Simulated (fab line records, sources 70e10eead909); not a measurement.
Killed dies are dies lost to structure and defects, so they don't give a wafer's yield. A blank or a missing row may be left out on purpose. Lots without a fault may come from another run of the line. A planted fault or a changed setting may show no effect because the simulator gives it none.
fab line records | flow nand_harc
record lots=22 wafers=66 last_day=33
route steps=1302 shown A_CONTACT@1025
lots that met no fault: from a run of the same line without faults
start_h: hours from the record's first day to the start of the lot's first wafer shown | wait_h: hours since the lot's step before | " the same as in the row above | L1.1+2: a row that stands for several wafers | - no value, or no start given | * or withheld: withheld | < > ~ a bound
route shown NAME@n: a module of which the file shows steps, and the number in the route of the first | usual: mean/standard deviation of fault-free wafers | same: alike in all rows | chamber/n: place in a boat | sites: the reading at each site | _std_site: their standard deviation | _edge_site: outer sites' mean less inner sites' | radius_mm: how far each site lies from the wafer's centre | mask NAME#n: copy n | behind: the tool/chamber that last shaped the wafer | hold: why the lot was held/for how many hours/how that ended | device: the transistor (n, p or np) that didn't switch | end of line: the same wafers' tests at the end of the route | a step without rows: its recipe alone | killed: dies lost to structure and defects at the first sort, not the wafer's yield | map: a wafer's dies, x killed, . not, _ none there
set.NAME: the setting as run; set.NAME@STEP: as run at that earlier step | model.NAME: the simulator's own value behind a step, which no gauge read
steps of the route over a sample of lots; a table a step, a row a wafer
services: from which hour (start_h, from the record's first day; less than 0 if before it) a tool's chamber was out of use, for how many hours, and why
## steps
# step NHARC_A_CONTACT_STRIP_55
# recipe o2_flow_sccm=500 ar_flow_sccm=0 bias_w=0 chemistry=O2
# usual drypump_motor_current_A=5.91/0.24 oes_product_au=0.993/0.014 rf_vpp_V=57.7/0.91 showerhead_plenum_p_Torr=3.45/0.097 throttle_valve_pct=17.037/0.0086
# columns lot.wafer tool chamber start_h wait_h drypump_motor_current_A oes_product_au rf_hours_counter_h rf_vpp_V showerhead_plenum_p_Torr throttle_valve_pct
L075.1 rie_diel-12 1 - - 5.83 1.026 16 57.9 3.52 17.045
L075.6 " 2 " " 5.81 0.987 - 58.4 3.52 17.032
L075.5 " 3 " " 5.59 0.969 - 57.4 3.35 17.033
L076.1 rie_diel-12 2 - - 5.78 0.981 16 57.6 3.52 17.053
L076.3 " 0 " " 5.83 1.005 17 56.2 3.39 17.050
L076.6 " 3 " " 5.60 0.965 - 57.2 3.34 17.025
L077.2 rie_diel-12 2 - - 5.79 0.980 19 59.5 3.51 17.037
L077.4 " 3 " " 5.62 0.966 17 56.8 3.34 17.039
L077.6 " 3 " " 5.60 0.965 - 56.4 3.34 17.039
L078.4 rie_diel-05 1 - - 6.06 1.022 39 56.3 3.30 17.044
L078.2 " 3 " " 5.72 0.990 38 56.0 3.39 17.027
L078.6 " 2 " " 6.12 1.012 - 57.0 3.47 17.033
L081.4 rie_diel-08 1 - - 6.05 1.008 1 57.4 3.53 17.044
L081.6 " 0 " " 6.06 1.010 - 58.1 3.55 17.030
L081.5 " 1 " " 6.07 1.000 - 56.4 3.53 17.041
L080.2 rie_diel-05 1 - - 6.06 1.008 53 58.5 3.30 17.035
L080.3 " 3 " " 5.76 1.017 52 56.7 3.39 17.043
L080.5 " 0 " " 5.45 0.976 - 57.4 3.42 17.053
L082.2 rie_diel-12 3 - - 5.60 0.968 34 59.7 3.33 17.033
L082.6 " 1 " " 5.83 1.028 - 58.4 3.50 17.047
L082.4 " 3 " " 5.58 0.980 - 58.1 3.33 17.046
L084.2 rie_diel-12 3 - - 5.60 0.981 43 56.4 3.33 17.033
L084.3 " 1 " " 5.85 1.024 51 59.8 3.50 17.040
L084.6 " 3 " " 5.60 0.977 - 56.9 3.33 17.032
L083.1 rie_diel-12 2 - - 5.78 0.970 49 58.3 3.50 17.040
L083.4 " 3 " " 5.59 0.959 43 58.8 3.33 17.036
L083.2 " 0 " " 5.86 0.992 41 57.4 3.38 17.044
L085.1 rie_diel-08 1 - - 6.05 0.995 8 57.5 3.53 17.031
L085.3 " 2 " " 6.34 0.994 9 55.9 3.58 17.032
L085.6 " 1 " " 6.06 0.996 - 58.5 3.53 17.060
L087.4 rie_diel-08 3 - - 5.63 0.992 11 57.4 3.31 17.042
L087.3 " 0 " " 6.05 0.999 9 58.0 3.54 17.051
L087.1 " 2 " " 6.36 0.978 11 58.9 3.58 17.028
L086.1 rie_diel-08 2 - - 6.36 0.977 11 58.7 3.58 17.039
L086.5 " 1 " " 6.06 0.987 - 57.1 3.53 17.038
L086.6 " 2 " " 6.35 0.978 - 58.0 3.58 17.049
L089.3 rie_diel-08 1 - - 6.05 0.994 14 59.4 3.52 17.047
L089.1 " 2 " " 6.35 0.993 17 56.8 3.58 17.035
L089.2 " 0 " " 6.07 0.999 14 57.9 3.54 17.043
L088.3 rie_diel-08 3 - - 5.64 1.004 17 56.6 3.30 17.017
L088.4 " 1 " " 6.07 1.001 14 57.1 3.52 17.043
L088.6 " 2 " " 6.37 0.990 - 57.7 3.58 17.032
L090.1 rie_diel-08 3 - - 5.63 0.987 19 58.0 3.30 17.052
L090.2 " 0 " " 6.05 0.994 20 58.6 3.54 17.031
L090.5 " 2 " " 6.37 0.979 - 59.1 3.57 17.026
L091.2 rie_diel-08 0 - - 6.07 0.996 20 55.8 3.54 17.049
L091.1 " 1 " " 6.04 0.996 20 58.1 3.52 17.042
L091.3 " 3 " " 5.63 0.992 19 56.8 3.30 17.023
L093.3 rie_diel-12 2 - - 5.81 0.995 15 58.5 3.48 17.043
L093.1 " 1 " " 5.83 1.002 15 57.9 3.49 17.054
L093.5 " 3 " " 5.60 0.980 - 57.6 3.32 17.045
L094.3 rie_diel-08 1 - - 6.05 0.981 23 58.3 3.52 17.033
L094.4 " 1 " " 6.08 0.993 - 58.5 3.52 17.030
L094.5 " 0 " " 6.05 1.008 - 58.7 3.53 17.033
L092.2 rie_diel-12 1 - - 5.80 1.010 16 57.5 3.49 17.040
L092.4 " 3 " " 5.60 0.972 13 58.3 3.32 17.033
L092.6 " 1 " " 5.83 1.002 - 57.3 3.49 17.041
L095.2 rie_diel-08 3 - - 5.63 0.982 28 56.7 3.30 17.046
L095.3 " 1 " " 6.04 0.990 28 59.1 3.52 17.049
L095.6 " 2 " " 6.35 0.971 - 58.4 3.57 17.043
L096.2 rie_diel-12 2 - - 5.81 0.996 24 57.5 3.48 17.036
L096.4 " 3 " " 5.60 0.983 21 57.7 3.31 17.031
L096.1 " 1 " " 5.84 0.995 21 58.0 3.48 17.028
L097.4 rie_diel-08 2 - - 6.33 0.991 31 59.0 3.57 17.039
L097.5 " 0 " " 6.04 0.998 - 57.0 3.53 17.035
L097.6 " 1 " " 6.06 0.991 - 57.5 3.52 17.041
# step NHARC_A_CONTACT_ETCH_76
# recipe target_depth_a=2600 over_etch_frac=0.3 time_s=475.3 ion_energy_ev=200 n2_flow_sccm=150 h2_flow_sccm=150 ar_flow_sccm=0 rf_w=400 bias_w=150 chemistry=N2/H2
# usual drypump_motor_current_A=5.92/0.27 oes_product_au=0.996/0.011 rf_vpp_V=429.0/2 showerhead_plenum_p_Torr=1.99/0.066 throttle_valve_pct=14.170/0.0097
# columns lot.wafer tool chamber start_h wait_h drypump_motor_current_A oes_product_au rf_hours_counter_h rf_vpp_V showerhead_plenum_p_Torr throttle_valve_pct
L075.1 rie_diel-08 3 - - 5.63 0.989 23 428.0 1.91 14.176
L075.6 " 3 " " 5.63 0.999 - 428.1 1.91 14.177
L075.5 " 0 " " 6.04 0.988 - 430.7 2.06 14.187
L076.1 rie_diel-08 2 - - 6.34 0.998 26 431.4 2.08 14.180
L076.3 " 1 " " 6.04 1.014 24 430.9 2.04 14.176
L076.6 " 3 " " 5.63 0.996 - 426.7 1.90 14.168
L077.4 rie_diel-05 0 - - 5.41 0.972 36 429.7 1.98 14.181
L077.2 " 1 " " 6.05 1.009 40 426.2 1.90 14.170
L077.6 " 0 " " 5.41 0.973 - 428.0 1.98 14.174
L078.2 rie_diel-08 3 - - 5.64 1.002 26 425.7 1.91 14.150
L078.4 " 0 " " 6.06 0.992 22 431.5 2.05 14.163
L078.6 " 1 " " 6.04 1.014 - 431.2 2.04 14.170
L081.4 rie_diel-05 3 - - 5.80 0.999 54 427.7 1.95 14.159
L081.6 " 1 " " 6.06 1.008 - 425.4 1.89 14.175
L081.5 " 2 " " 6.10 1.025 - 429.2 2.00 14.168
L080.3 rie_diel-05 0 - - 5.41 0.965 51 428.3 1.97 14.170
L080.2 " 1 " " 6.08 1.006 56 425.6 1.89 14.165
L080.5 " 3 " " 5.77 1.003 - 428.4 1.95 14.181
L082.4 rie_diel-08 1 - - 6.05 0.996 4 431.8 2.04 14.173
L082.2 " 2 " " 6.37 0.993 4 431.6 2.07 14.176
L082.6 " 2 " " 6.33 0.989 - 431.8 2.07 14.168
L084.2 rie_diel-12 0 - - 5.86 0.998 42 427.6 1.94 14.176
L084.3 " 2 " " 5.81 0.983 50 429.9 2.02 14.155
L084.6 " 0 " " 5.83 0.990 - 428.7 1.95 14.174
L083.4 rie_diel-05 3 - - 5.76 0.998 3 427.5 1.95 14.185
L083.2 " 1 " " 6.08 1.004 4 426.8 1.89 14.179
L083.1 " 2 " " 6.10 1.007 3 430.4 2.00 14.157
L085.1 rie_diel-05 2 - - 6.10 1.000 4 430.5 2.00 14.177
L085.3 " 3 " " 5.74 0.987 4 427.1 1.95 14.161
L085.6 " 0 " " 5.42 1.008 - 429.1 1.97 14.172
L087.3 rie_diel-08 0 - - 6.09 1.013 10 430.7 2.05 14.184
L087.4 " 1 " " 6.06 0.999 10 429.9 2.04 14.165
L087.1 " 2 " " 6.34 0.987 12 430.9 2.07 14.171
L086.1 rie_diel-08 3 - - 5.63 0.990 13 427.2 1.90 14.164
L086.5 " 3 " " 5.63 0.989 - 424.7 1.90 14.169
L086.6 " 0 " " 6.06 0.995 - 431.6 2.05 14.169
L089.3 rie_diel-08 1 - - 6.04 0.991 15 430.8 2.04 14.164
L089.2 " 2 " " 6.39 0.975 17 432.2 2.07 14.158
L089.1 " 0 " " 6.05 0.993 14 429.4 2.05 14.169
L088.4 rie_diel-08 3 - - 5.63 0.991 18 425.9 1.90 14.181
L088.3 " 0 " " 6.07 1.001 15 430.1 2.05 14.157
L088.6 " 2 " " 6.37 0.988 - 430.8 2.07 14.154
L090.1 rie_diel-08 2 - - 6.37 0.987 23 431.0 2.07 14.174
L090.2 " 1 " " 6.05 0.996 20 429.8 2.04 14.177
L090.5 " 3 " " 5.62 0.998 - 427.2 1.90 14.173
L091.2 rie_diel-08 3 - - 5.64 1.000 20 426.8 1.90 14.179
L091.1 " 0 " " 6.03 1.006 20 429.6 2.05 14.168
L091.3 " 2 " " 6.33 0.992 24 430.4 2.07 14.161
L093.1 rie_diel-08 0 - - 6.05 0.996 24 430.5 2.04 14.188
L093.3 " 1 " " 6.04 0.986 23 430.2 2.03 14.159
L093.5 " 0 " " 6.07 0.994 - 430.2 2.04 14.172
L094.4 rie_diel-12 3 - - 5.60 0.979 14 426.1 1.91 14.168
L094.3 " 1 " " 5.84 1.012 17 429.6 2.01 14.173
L094.5 " 3 " " 5.61 0.978 - 426.8 1.91 14.163
L092.4 rie_diel-08 3 - - 5.61 1.000 26 426.8 1.89 14.154
L092.2 " 0 " " 6.02 1.001 26 431.5 2.04 14.182
L092.6 " 3 " " 5.63 0.993 - 426.1 1.89 14.164
L095.2 rie_diel-05 1 - - 6.03 0.992 44 424.5 1.87 14.170
L095.3 " 3 " " 5.79 0.997 34 427.6 1.93 14.177
L095.6 " 1 " " 6.03 1.000 - 425.3 1.87 14.152
L096.2 rie_diel-08 0 - - 6.05 0.990 30 430.1 2.04 14.158
L096.1 " 1 " " 6.03 0.989 29 430.9 2.03 14.169
L096.4 " 3 " " 5.61 1.000 29 426.1 1.89 14.180
L097.4 rie_diel-05 0 - - 5.42 1.004 47 427.0 1.95 14.162
L097.6 " 2 " " 6.10 1.011 - 430.3 1.98 14.167
L097.5 " 3 " " 5.76 0.986 - 426.6 1.93 14.186
# step NHARC_A_CONTACT_ETCH_131
# recipe source_w=withheld pressure_mtorr=20 bias_v=3000 time_s=197 target_depth_a=19180 ar_flow_sccm=withheld c4f8_flow_sccm=withheld o2_flow_sccm=withheld chemistry=C4F8/O2/Ar
# columns lot.wafer tool chamber start_h wait_h rf_hours_counter_h
L075.1 har_cap_etch-03 1 509.37 0.1 43
L075.5 " 0 " " -
L075.6 " 1 " " -
L076.1 har_cap_etch-02 0 518.57 0.1 96
L076.3 " 0 " " -
L076.6 " 1 " " -
L077.2 har_cap_etch-03 1 523.57 0.1 47
L077.4 " 1 " " -
L077.6 " 1 " " -
L078.2 har_cap_etch-01 0 525.52 0.1 2
L078.4 " 0 " " -
L078.6 " 1 " " -
L081.4 har_cap_etch-01 1 570.47 0.1 -
L081.5 " 1 " " -
L081.6 " 0 " " -
L080.2 har_cap_etch-03 1 571.84 0.1 53
L080.3 " 1 " " -
L080.5 " 0 " " -
L082.2 har_cap_etch-02 0 586.32 0.2 106
L082.4 " 1 " " -
L082.6 " 1 " " -
L084.2 har_cap_etch-02 1 602.69 0.1 109
L084.3 " 1 " " -
L084.6 " 0 " " -
L083.2 har_cap_etch-02 1 607.58 0.1 111
L083.1 " 0 " " 111
L083.4 " 0 " " -
L085.1 har_cap_etch-03 1 609.55 0.1 61
L085.3 " 1 " " -
L085.6 " 1 " " -
L087.1 har_cap_etch-02 0 618.54 0.1 113
L087.3 " 1 " " -
L087.4 " 0 " " -
L086.1 har_cap_etch-01 0 621.18 0.1 19
L086.6 " 1 " " -
L086.5 " 0 " " -
L089.1 har_cap_etch-03 0 637.66 0.1 66
L089.2 " 1 " " 66
L089.3 " 1 " " -
L088.4 har_cap_etch-02 1 641.12 0.1 -
L088.3 " 0 " " -
L088.6 " 0 " " -
L090.1 har_cap_etch-03 0 662.72 0.1 69
L090.2 " 1 " " 69
L090.5 " 0 " " -
L091.1 har_cap_etch-02 0 664.31 0.1 121
L091.2 " 1 " " 121
L091.3 " 1 " " -
L093.1 har_cap_etch-02 0 693.06 0.1 125
L093.3 " 1 " " -
L093.5 " 1 " " -
L094.3 har_cap_etch-01 1 696.79 0.1 -
L094.4 " 0 " " -
L094.5 " 1 " " -
L092.2 har_cap_etch-03 1 698.65 0.2 74
L092.4 " 1 " " -
L092.6 " 1 " " -
L095.2 har_cap_etch-03 1 712.32 0.2 78
L095.3 " 1 " " -
L095.6 " 0 " " -
L096.2 har_cap_etch-02 1 715.52 0.1 131
L096.1 " 0 " " 131
L096.4 " 1 " " -
L097.4 har_cap_etch-03 0 727.92 0.2 -
L097.6 " 1 " " -
L097.5 " 0 " " -
# step NHARC_A_CONTACT_ETCH_97
# recipe target_depth_a=200 over_etch_frac=0.5 time_s=10 ion_energy_ev=250 c4f6_flow_sccm=25 o2_flow_sccm=20 ar_flow_sccm=500 rf_w=600 bias_w=500 chemistry=C4F6/O2
# usual drypump_motor_current_A=5.91/0.25 oes_product_au=0.956/0.024 rf_vpp_V=545.2/2.3 showerhead_plenum_p_Torr=3.84/0.11 throttle_valve_pct=26.902/0.0088
# columns lot.wafer tool chamber start_h wait_h drypump_motor_current_A oes_product_au rf_hours_counter_h rf_vpp_V showerhead_plenum_p_Torr throttle_valve_pct
L075.1 rie_diel-08 1 - - 6.08 0.975 23 548.2 3.93 26.906
L075.5 " 1 " " 6.09 0.982 - 546.2 3.93 26.905
L075.6 " 2 " " 6.39 0.966 - 546.5 3.99 26.905
L076.3 rie_diel-08 1 - - 6.05 0.957 25 546.0 3.93 26.905
L076.1 " 2 " " 6.33 0.942 27 548.1 3.99 26.911
L076.6 " 0 " " 6.03 0.943 - 547.2 3.95 26.909
L077.4 rie_diel-05 0 - - 5.42 0.910 37 544.1 3.81 26.905
L077.2 " 1 " " 6.06 0.946 42 542.7 3.68 26.906
L077.6 " 0 " " 5.44 0.910 - 545.8 3.81 26.894
L078.2 rie_diel-08 2 - - 6.42 0.956 29 548.0 3.99 26.892
L078.4 " 3 " " 5.63 0.973 27 543.8 3.69 26.900
L078.6 " 3 " " 5.65 0.976 - 541.4 3.69 26.897
L081.4 rie_diel-08 0 - - 6.07 0.952 1 548.2 3.94 26.905
L081.5 " 3 " " 5.62 0.933 - 540.8 3.69 26.885
L081.6 " 0 " " 6.08 0.947 - 548.2 3.94 26.899
L080.3 rie_diel-05 2 - - 6.09 0.956 59 544.9 3.85 26.915
L080.2 " 3 " " 5.76 0.962 58 543.2 3.77 26.915
L080.5 " 2 " " 6.07 0.959 - 544.8 3.85 26.911
L082.4 rie_diel-08 2 - - 6.36 0.950 5 547.6 3.98 26.905
L082.2 " 3 " " 5.63 0.957 5 541.3 3.69 26.902
L082.6 " 1 " " 6.09 0.962 - 547.0 3.92 26.894
L084.2 rie_diel-12 2 603.99 0.1 5.80 0.918 51 545.5 3.89 26.894
L084.3 " 3 " " 5.61 0.921 45 542.3 3.71 26.908
L084.6 " 0 " " 5.87 0.946 - 544.4 3.76 26.929
L083.2 rie_diel-12 0 608.89 0.1 5.86 0.935 45 544.6 3.76 26.910
L083.1 " 2 " " 5.79 0.934 53 547.0 3.89 26.889
L083.4 " 0 " " 5.86 0.944 - 543.6 3.76 26.920
L085.3 rie_diel-12 3 610.82 0.1 5.60 0.925 47 544.0 3.71 26.914
L085.1 " 2 " " 5.80 0.932 53 546.3 3.89 26.904
L085.6 " 3 " " 5.59 0.930 - 542.2 3.71 26.912
L087.3 rie_diel-08 2 - - 6.37 0.944 14 548.3 3.98 26.887
L087.4 " 3 " " 5.65 0.942 14 540.9 3.68 26.920
L087.1 " 0 " " 6.07 0.934 12 548.5 3.94 26.895
L086.1 rie_diel-08 0 - - 6.04 0.933 12 547.5 3.94 26.896
L086.6 " 0 " " 6.04 0.946 - 546.8 3.94 26.906
L086.5 " 1 " " 6.08 0.944 - 546.9 3.92 26.912
L089.2 rie_diel-05 2 - - 6.08 1.013 17 544.5 3.84 26.903
L089.3 " 0 " " 5.43 0.995 22 543.3 3.79 26.904
L089.1 " 1 " " 6.04 0.996 20 541.1 3.66 26.902
L088.3 rie_diel-08 0 642.45 0.2 6.07 0.972 16 547.8 3.94 26.900
L088.4 " 0 " " 6.07 0.966 - 546.0 3.94 26.915
L088.6 " 1 " " 6.06 0.967 - 546.1 3.92 26.904
L090.2 rie_diel-12 3 - - 5.60 0.986 8 543.1 3.70 26.894
L090.1 " 1 " " 5.84 1.015 11 545.7 3.88 26.901
L090.5 " 3 " " 5.59 0.986 - 542.3 3.70 26.899
L091.2 rie_diel-05 0 - - 5.43 1.013 30 545.2 3.78 26.908
L091.1 " 1 " " 6.07 0.979 27 540.4 3.65 26.884
L091.3 " 3 " " 5.81 0.987 22 543.3 3.75 26.899
L093.3 rie_diel-08 0 694.33 0.1 6.05 0.951 26 546.3 3.93 26.896
L093.1 " 1 " " 6.09 0.935 24 546.0 3.91 26.900
L093.5 " 0 " " 6.08 0.936 - 548.1 3.93 26.902
L094.3 rie_diel-08 1 - - 6.06 0.947 25 547.1 3.91 26.909
L094.4 " 2 " " 6.33 0.979 27 548.5 3.97 26.907
L094.5 " 3 " " 5.63 0.939 - 541.0 3.68 26.898
L092.4 rie_diel-08 1 - - 6.07 0.973 27 546.5 3.91 26.890
L092.2 " 3 " " 5.62 0.965 27 540.9 3.67 26.895
L092.6 " 1 " " 6.07 0.963 - 545.9 3.91 26.897
L095.3 rie_diel-12 3 - - 5.59 0.997 22 542.4 3.69 26.904
L095.2 " 0 " " 5.87 0.992 19 543.4 3.75 26.897
L095.6 " 1 " " 5.83 1.006 - 545.9 3.88 26.903
L096.4 rie_diel-08 3 - - 5.66 0.941 31 542.4 3.67 26.899
L096.1 " 1 " " 6.06 0.944 30 546.4 3.91 26.902
L096.2 " 2 " " 6.33 0.931 31 548.2 3.97 26.912
L097.4 rie_diel-12 3 - - 5.58 0.952 29 542.5 3.69 26.910
L097.5 " 1 " " 5.84 0.986 - 546.4 3.87 26.907
L097.6 " 2 " " 5.78 0.952 - 544.6 3.87 26.889
# step NHARC_A_CONTACT_ETCH_30
# recipe target_depth_a=726 time_s=36.3 cf4_flow_sccm=100 chf3_flow_sccm=30 ar_flow_sccm=0 rf_w=500 bias_w=200 chemistry=CF4/CHF3
# usual cf4_flow_sccm=99.97/0.3 chf3_flow_sccm=30.01/0.088 drypump_motor_current_A=5.94/0.27 oes_product_au=0.931/0.021 rf_vpp_V=369.6/1.8 showerhead_plenum_p_Torr=1.54/0.047 throttle_valve_pct=16.803/0.0092
# columns lot.wafer tool chamber start_h wait_h cf4_flow_sccm chf3_flow_sccm drypump_motor_current_A oes_product_au rf_hours_counter_h rf_vpp_V showerhead_plenum_p_Torr throttle_valve_pct
L075.1 rie_diel-05 3 - - 99.86 29.96 5.81 0.921 38 368.0 1.51 16.783
L075.6 " 2 " " 100.40 29.95 6.06 0.932 - 370.3 1.55 16.793
L075.5 " 3 " " 99.44 29.78 5.77 0.922 - 369.6 1.51 16.795
L076.3 rie_diel-08 1 - - 100.37 29.96 6.04 0.952 26 370.4 1.58 16.792
L076.1 " 2 " " 99.73 30.01 6.34 0.920 28 372.0 1.60 16.805
L076.6 " 1 " " 100.04 29.95 6.04 0.943 - 370.9 1.58 16.804
L077.4 rie_diel-08 0 - - 99.90 30.04 6.05 0.918 24 370.5 1.58 16.802
L077.2 " 3 " " 100.16 29.91 5.63 0.928 28 367.5 1.48 16.795
L077.6 " 0 " " 100.05 30.04 6.04 0.911 - 372.4 1.58 16.818
L078.4 rie_diel-08 1 - - 100.42 30.25 6.02 0.939 28 372.0 1.58 16.804
L078.2 " 0 " " 99.56 29.84 6.05 0.910 25 370.5 1.58 16.811
L078.6 " 2 " " 99.81 29.86 6.34 0.912 - 370.8 1.60 16.805
L081.4 rie_diel-08 2 - - 99.89 29.96 6.31 0.971 3 371.0 1.60 16.802
L081.6 " 3 " " 100.09 30.16 5.62 0.968 - 367.1 1.48 16.800
L081.5 " 0 " " 100.16 30.00 6.04 0.954 - 370.7 1.58 16.807
L080.3 rie_diel-08 0 - - 99.96 30.00 6.04 0.918 3 371.9 1.58 16.808
L080.2 " 1 " " 100.06 30.08 6.05 0.917 3 370.2 1.57 16.806
L080.5 " 3 " " 99.63 29.99 5.62 0.924 - 367.5 1.48 16.798
L082.2 rie_diel-08 2 - - 100.40 30.02 6.33 0.925 8 370.9 1.60 16.800
L082.4 " 1 " " 100.01 30.00 6.05 0.918 7 371.5 1.57 16.804
L082.6 " 2 " " 99.93 29.92 6.33 0.917 - 370.7 1.60 16.810
L084.2 rie_diel-08 1 - - 99.70 30.06 6.04 0.925 10 370.1 1.57 16.808
L084.3 " 2 " " 99.79 30.11 6.33 0.914 11 370.5 1.60 16.809
L084.6 " 2 " " 99.85 30.06 6.33 0.913 - 371.9 1.60 16.816
L083.2 rie_diel-08 1 - - 99.74 30.02 6.06 0.918 11 372.5 1.57 16.824
L083.1 " 2 " " 99.83 29.89 6.34 0.892 13 372.3 1.60 16.802
L083.4 " 3 " " 100.18 30.10 5.61 0.912 13 367.8 1.47 16.809
L085.3 rie_diel-12 3 - - 99.88 29.96 5.60 0.897 52 368.2 1.48 16.812
L085.1 " 2 " " 99.67 30.07 5.82 0.897 59 370.1 1.56 16.800
L085.6 " 0 " " 99.97 29.95 5.83 0.928 - 368.0 1.50 16.808
L087.4 rie_diel-05 3 - - 100.41 30.18 5.76 0.958 13 367.3 1.50 16.784
L087.1 " 0 " " 99.84 29.97 5.41 0.968 15 370.1 1.52 16.797
L087.3 " 1 " " 100.41 29.87 6.07 0.982 14 367.2 1.46 16.798
L086.1 rie_diel-08 3 - - 99.74 30.12 5.62 0.924 16 365.2 1.47 16.789
L086.5 " 3 " " 100.04 30.15 5.62 0.932 - 367.0 1.47 16.807
L086.6 " 0 " " 100.06 29.93 6.03 0.927 - 370.3 1.58 16.797
L089.3 rie_diel-08 0 - - 99.58 29.94 6.05 0.933 16 370.3 1.58 16.814
L089.2 " 1 " " 100.03 29.89 6.04 0.922 16 369.4 1.57 16.803
L089.1 " 2 " " 99.77 30.02 6.32 0.905 19 373.3 1.59 16.801
L088.4 rie_diel-12 3 - - 100.06 30.12 5.56 0.958 4 366.3 1.48 16.813
L088.3 " 0 " " 100.57 30.09 5.82 0.964 5 367.4 1.50 16.805
L088.6 " 1 " " 99.39 30.00 5.82 0.969 - 370.1 1.56 16.797
L090.1 rie_diel-05 2 - - 99.94 29.85 6.09 0.937 26 368.4 1.54 16.789
L090.2 " 3 " " 99.90 30.11 5.76 0.911 23 368.2 1.50 16.813
L090.5 " 1 " " 99.96 30.04 6.08 0.915 - 366.3 1.46 16.793
L091.1 rie_diel-08 1 - - 100.12 30.01 6.05 0.916 22 370.0 1.57 16.795
L091.3 " 2 " " 99.90 29.90 6.35 0.916 25 371.5 1.59 16.794
L091.2 " 3 " " 99.72 29.93 5.62 0.923 21 366.8 1.47 16.802
L093.1 rie_diel-08 2 - - 99.86 30.07 6.31 0.967 28 371.5 1.59 16.811
L093.3 " 3 " " 99.62 29.92 5.59 0.964 27 367.8 1.47 16.802
L093.5 " 0 " " 99.59 30.10 6.07 0.957 - 371.9 1.57 16.802
L094.3 rie_diel-08 3 - - 100.14 30.10 5.63 0.915 28 368.0 1.47 16.802
L094.4 " 1 " " 99.64 30.13 6.04 0.923 28 371.6 1.57 16.788
L094.5 " 2 " " 99.61 30.04 6.32 0.912 - 371.7 1.59 16.787
L092.2 rie_diel-05 3 - - 99.59 29.89 5.75 0.933 33 368.3 1.50 16.801
L092.4 " 1 " " 100.01 30.08 6.07 0.916 42 366.5 1.46 16.788
L092.6 " 2 " " 100.53 29.95 6.10 0.946 - 370.1 1.53 16.798
L095.3 rie_diel-05 1 - - 100.09 30.10 6.03 0.922 47 366.2 1.46 16.800
L095.2 " 2 " " 99.98 30.02 6.10 0.940 42 368.8 1.53 16.807
L095.6 " 0 " " 100.18 29.97 5.40 0.930 - 367.5 1.51 16.810
L096.4 rie_diel-08 0 - - 99.91 29.92 6.06 0.962 32 370.8 1.57 16.811
L096.1 " 1 " " 100.13 29.88 6.03 0.952 31 371.4 1.57 16.816
L096.2 " 2 " " 100.28 30.07 6.29 0.968 32 372.1 1.59 16.809
L097.4 rie_diel-12 0 - - 99.90 30.05 5.83 0.908 29 368.2 1.50 16.810
L097.6 " 1 " " 99.56 29.98 5.81 0.925 - 370.7 1.55 16.802
L097.5 " 2 " " 99.78 30.21 5.80 0.911 - 371.4 1.55 16.799
# step NHARC_A_CONTACT_ETCH_135
# recipe source_w=withheld pressure_mtorr=20 bias_v=1200 time_s=311 target_depth_a=19120 ar_flow_sccm=withheld c4f8_flow_sccm=withheld o2_flow_sccm=withheld chemistry=C4F8/O2/Ar
# columns lot.wafer tool chamber start_h wait_h rf_hours_counter_h
L075.1 har_cap_etch-01 1 516.89 0.2 0
L075.6 " 0 " " -
L075.5 " 1 " " -
L076.1 har_cap_etch-02 0 525.77 0.2 97
L076.3 " 0 " " -
L076.6 " 1 " " -
L077.2 har_cap_etch-03 1 530.45 0.2 47
L077.4 " 1 " " -
L077.6 " 0 " " -
L078.2 har_cap_etch-01 1 531.77 0.2 3
L078.4 " 1 " " -
L078.6 " 0 " " -
L081.4 har_cap_etch-01 1 576.90 0.2 -
L081.5 " 1 " " -
L081.6 " 0 " " -
L080.2 har_cap_etch-03 1 578.19 0.2 54
L080.3 " 0 " " -
L080.5 " 1 " " -
L082.2 har_cap_etch-02 1 593.24 0.2 107
L082.4 " 1 " " -
L082.6 " 0 " " -
L084.2 har_cap_etch-01 1 612.08 0.2 17
L084.3 " 0 " " -
L084.6 " 0 " " -
L083.2 har_cap_etch-03 1 618.94 0.2 61
L083.1 " 0 " " 61
L083.4 " 1 " " -
L085.1 har_cap_etch-02 1 624.48 0.2 114
L085.3 " 0 " " -
L085.6 " 0 " " -
L087.1 har_cap_etch-01 0 626.79 0.2 20
L087.4 " 1 " " -
L087.3 " 0 " " -
L086.1 har_cap_etch-02 1 628.81 0.2 115
L086.6 " 1 " " -
L086.5 " 0 " " -
L089.1 har_cap_etch-01 0 645.28 0.2 24
L089.2 " 1 " " 24
L089.3 " 0 " " -
L088.4 har_cap_etch-03 1 647.60 0.2 -
L088.3 " 0 " " -
L088.6 " 1 " " -
L090.2 har_cap_etch-01 1 669.42 0.2 27
L090.1 " 0 " " 27
L090.5 " 1 " " -
L091.2 har_cap_etch-03 1 671.15 0.2 70
L091.1 " 0 " " 70
L091.3 " 0 " " -
L093.1 har_cap_etch-01 0 701.28 0.2 33
L093.3 " 1 " " -
L093.5 " 0 " " -
L094.4 har_cap_etch-03 1 703.76 0.3 -
L094.3 " 0 " " -
L094.5 " 1 " " -
L092.2 har_cap_etch-02 1 705.42 0.2 129
L092.4 " 1 " " -
L092.6 " 1 " " -
L095.2 har_cap_etch-03 0 720.90 0.2 78
L095.3 " 0 " " -
L095.6 " 0 " " -
L096.1 har_cap_etch-02 1 722.39 0.2 132
L096.2 " 0 " " 132
L096.4 " 1 " " -
L097.4 har_cap_etch-01 0 734.73 0.2 -
L097.6 " 0 " " -
L097.5 " 1 " " -
## services
# columns tool chamber start_h hours kind
har_cap_etch-03 - 477.98 0.5 repair
rie_diel-08 2 487.02 3.5 repair
rie_diel-05 0 488.97 8.7 repair
har_cap_etch-01 - 497.00 17.0 pm
rie_diel-08 0 499.63 - clean
rie_diel-08 1 499.63 - clean
rie_diel-08 2 499.63 - clean
rie_diel-08 3 499.63 - clean
rie_diel-08 0 524.39 - clean
rie_diel-08 - 544.86 9.0 pm
rie_diel-12 0 576.81 15.6 repair
rie_diel-08 0 578.58 4.5 repair
rie_diel-05 - 583.62 9.0 pm
rie_diel-12 - 598.60 0.9 repair
rie_diel-12 1 603.50 19.8 repair
rie_diel-12 - 625.01 9.0 pm
rie_diel-08 3 639.83 13.3 repair
rie_diel-05 3 643.44 9.1 repair
rie_diel-08 3 656.70 1.3 repair
rie_diel-12 1 678.30 1.5 repair
rie_diel-08 1 679.84 5.6 repair
rie_diel-08 2 682.15 12.8 repair
rie_diel-08 - 721.97 9.0 pm
rie_diel-05 0 731.96 10.1 repair
## key
fault none
